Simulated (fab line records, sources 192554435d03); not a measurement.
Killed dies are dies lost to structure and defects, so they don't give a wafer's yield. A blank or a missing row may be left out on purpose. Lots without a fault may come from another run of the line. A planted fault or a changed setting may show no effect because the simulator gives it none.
Problem report in the 8D (eight disciplines) form, filled by code | flow n5_finfet | the parts of the form that need people (team, actions taken, sign-off) are left out

1. THE PROBLEM
trench_depth_nm at N5_BEOL_M14_OCD_MEAS_35 reads a mean of 840 nm on 2 wafers of 2 lots; wafers without a fault read 552 nm with a standard deviation of 15. That is +19 standard deviations from the usual mean.
First seen on wafer L634.1, day 13 03:44, on ocd-02. The record holds 23 wafers of 10 lots with a number at this step. Rule for "out", or "out of limits": more than 4 standard deviations from the usual mean. The other wafers with a number count as sound.

2. WHAT IT IS AND WHAT IT IS NOT
question                    | is                | is not
which readings at this step | trench_depth_nm   | -
which lots                  | L634, L638        | L629, L630, L631, L632, L633, L643, L648, L649
which wafers of those lots  | L634.1, L638.2    | L634.4, L638.3, L638.6
read on which gauges        | ocd-02            | ocd-01
when                        | from day 13 03:44 | up to then (11 sound wafers); but 10 sound wafers of L638, L643, L648, L649 came after

3. SUSPECTS, AND WHAT RULES EACH OUT
Counting: a tool at a process step up to the reading stays a suspect if it ran every lot that is out. Sound lots after the first of them don't rule it out here, since some wafers of a struck lot are sound.
- the gauge at N5_BEOL_M14_OCD_MEAS_35: ruled out. All the wafers that are out were read on ocd-02, but those of them that N5_BEOL_M14_THK_MEAS_50 has rows for are out there too, on other tools.
- rie_diel-04 at N5_BEOL_M14_ETCH_59 (etches BARC in N2/H2, target depth 89 nm, overetch 26.7 nm, time 67.9 s): kept. It ran every lot that is out, first L634 (day 13 02:11); its last sound lot up to then is L632 (day 12 02:17).
- rie_diel-04 at N5_BEOL_M14_DESCUM_33 (chemistry O2, time 7.9 s): kept. It ran every lot that is out, first L634 (day 13 03:08); its last sound lot up to then is L629 (day 11 23:53).
- rie_diel-04 at N5_BEOL_M14_TRENCH_ETCH_34 (etches SiO2 in C4F8/O2/Ar, target depth 556.65 nm, time 126.9 s): kept. It ran every lot that is out, first L634 (day 13 03:35); its last sound lot up to then is L629 (day 12 00:20).
- Within rie_diel-04 at N5_BEOL_M14_ETCH_59: the wafers that are out ran in chamber 2; their sound lot-mates ran in chamber 3.
- Within rie_diel-04 at N5_BEOL_M14_DESCUM_33: the wafers that are out ran in chamber 1; their sound lot-mates ran in chambers 2, 3.
- Within rie_diel-04 at N5_BEOL_M14_TRENCH_ETCH_34: the wafers that are out ran in chamber 1; their sound lot-mates ran in chambers 2, 3.
Left after counting: rie_diel-04 at N5_BEOL_M14_ETCH_59, rie_diel-04 at N5_BEOL_M14_DESCUM_33, rie_diel-04 at N5_BEOL_M14_TRENCH_ETCH_34.

4. THE CAUSE (what the simulator had put in)
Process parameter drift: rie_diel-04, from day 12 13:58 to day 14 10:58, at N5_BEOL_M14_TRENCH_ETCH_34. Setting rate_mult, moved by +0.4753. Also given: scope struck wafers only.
Counting left 3 suspects, and this tool is among them.

5. THE CHAIN OF EFFECTS, in route order
Each row: a reading whose mean over the struck wafers that have a number lies more than 3 standard deviations from the usual. Only readings for which the record gives a usual standard deviation are gone through. hours: the time from each lot's start at the first step in this table that gives one to its start at this step, as a median over the lots. sigmas: the change in usual standard deviations.
hours | step                       | reading         | usual         | on struck wafers | change  | sigmas
0     | N5_BEOL_M14_TRENCH_ETCH_34 | oes_product_au  | 0.79 a.u.     | 1.06             | +0.27   | +3.8
0     | N5_BEOL_M14_OCD_MEAS_35    | trench_depth_nm | 552 nm        | 840              | +288    | +19
2     | N5_BEOL_M14_THK_MEAS_50    | M14_THK         | 572 nm        | 886              | +314    | +20
2     | N5_BEOL_M14_RS_MEAS_54     | M14_RS          | 0.0335 ohm/sq | 0.0218           | -0.0117 | -12
The process steps in it:
- N5_BEOL_M14_TRENCH_ETCH_34: etches SiO2 in C4F8/O2/Ar, target depth 556.65 nm, time 126.9 s.

6. WHAT WOULD HAVE CAUGHT IT SOONER
In this record the first reading out of limits at a measuring or inspecting step was taken at day 13 03:44, 14 hours after the fault began at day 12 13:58.
Of the tool readings at N5_BEOL_M14_TRENCH_ETCH_34 for which the record gives a usual standard deviation, none was out on any struck wafer, so an alarm limit of 4 standard deviations on them would not have fired.
Of the lots that are out (2), L638 began N5_BEOL_M14_TRENCH_ETCH_34 on rie_diel-04 after day 13 03:44. A hold on the tool at that time would have spared it.
